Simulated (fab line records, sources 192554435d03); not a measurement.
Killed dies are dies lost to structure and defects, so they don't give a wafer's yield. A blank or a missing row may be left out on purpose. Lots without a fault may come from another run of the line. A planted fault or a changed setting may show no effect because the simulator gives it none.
Chamber matching | flow n5_finfet | N5_GATE_CUT_ETCH_28 on rie_diel-03: 4 sister chambers
The step etches underlayer in N2/H2, target depth 13 nm, time 10.4 s. 22 wafers are shown with their chamber, then 11 later ones without.

WAFERS WITH THEIR CHAMBER
wafer  | chamber | drypump_motor_current_A (A) | showerhead_plenum_p_Torr (Torr) | oes_product_au (a.u.)
L075.2 | 0       | 6.1                         | 2.44                            | 0.67
L075.4 | 3       | 6.2                         | 2.47                            | 0.70
L075.6 | 1       | 4.7                         | 2.61                            | 0.58
L076.1 | 0       | 6.0                         | 2.43                            | 0.67
L076.2 | 3       | 6.2                         | 2.46                            | 0.71
L076.4 | 2       | 6.2                         | 2.45                            | 0.64
L077.1 | 2       | 6.2                         | 2.45                            | 0.64
L077.2 | 0       | 6.1                         | 2.43                            | 0.66
L077.5 | 0       | 6.1                         | 2.43                            | 0.66
L079.3 | 1       | 4.7                         | 2.60                            | 0.58
L079.4 | 2       | 6.2                         | 2.45                            | 0.63
L079.6 | 3       | 6.2                         | 2.46                            | 0.70
L080.3 | 3       | 6.2                         | 2.46                            | 0.70
L080.5 | 2       | 6.2                         | 2.45                            | 0.64
L080.6 | 3       | 6.2                         | 2.46                            | 0.69
L081.2 | 0       | 6.1                         | 2.43                            | 0.65
L081.3 | 1       | 4.7                         | 2.60                            | 0.58
L081.4 | 2       | 6.2                         | 2.44                            | 0.64
L086.2 | 1       | 4.7                         | 2.60                            | 0.57
L086.3 | 2       | 6.2                         | 2.44                            | 0.64
L086.6 | 0       | 6.1                         | 2.43                            | 0.65
L090.1 | 3       | 6.2                         | 2.46                            | 0.68

SIGNATURES (means of the wafers above)
reading                  | chamber 0 | chamber 1 | chamber 2 | chamber 3 | scatter within a chamber
drypump_motor_current_A  | 6.083     | 4.700     | 6.200     | 6.200     | 0.0215
showerhead_plenum_p_Torr | 2.4317    | 2.6025    | 2.4467    | 2.4617    | 0.00456
oes_product_au           | 0.6600    | 0.5775    | 0.6383    | 0.6967    | 0.00779
Rule: a wafer's distance from a chamber is the root of the sum, over the readings, of the square of ((its reading less the chamber's mean) divided by the reading's scatter). The wafer belongs to the nearest chamber; if the next one is less than 2 further off, it can't be placed. The scatter: the root of (the sum of the squares of (reading less its chamber's mean) over the shown wafers, divided by (wafers less chambers)).

WAFERS WITHOUT THEIR CHAMBER
wafer  | drypump_motor_current_A (A) | showerhead_plenum_p_Torr (Torr) | oes_product_au (a.u.)
L090.3 | 6.2                         | 2.44                            | 0.62
L090.4 | 6.1                         | 2.42                            | 0.64
L094.1 | 6.1                         | 2.42                            | 0.64
L094.5 | 6.2                         | 2.44                            | 0.62
L094.6 | 4.7                         | 2.60                            | 0.85
L096.1 | 6.2                         | 2.43                            | 0.61
L096.4 | 6.1                         | 2.42                            | 0.63
L096.5 | 6.2                         | 2.45                            | 0.66
L097.1 | 6.1                         | 2.42                            | 0.63
L097.3 | 6.2                         | 2.43                            | 0.61
L097.5 | 4.7                         | 2.59                            | 0.82

WHICH CHAMBER EACH WENT THROUGH
wafer  | from the rows above | in truth
L090.3 | 2                   | 2
L090.4 | 0                   | 0
L094.1 | 0                   | 0
L094.5 | 2                   | 2
L094.6 | 1                   | 1
L096.1 | 2                   | 2
L096.4 | 0                   | 0
L096.5 | 2                   | 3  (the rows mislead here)
L097.1 | 0                   | 0
L097.3 | 2                   | 2
L097.5 | 1                   | 1
Placed correctly: 10 of 11. Can't be placed from these rows: 0. Placed wrongly: 1.
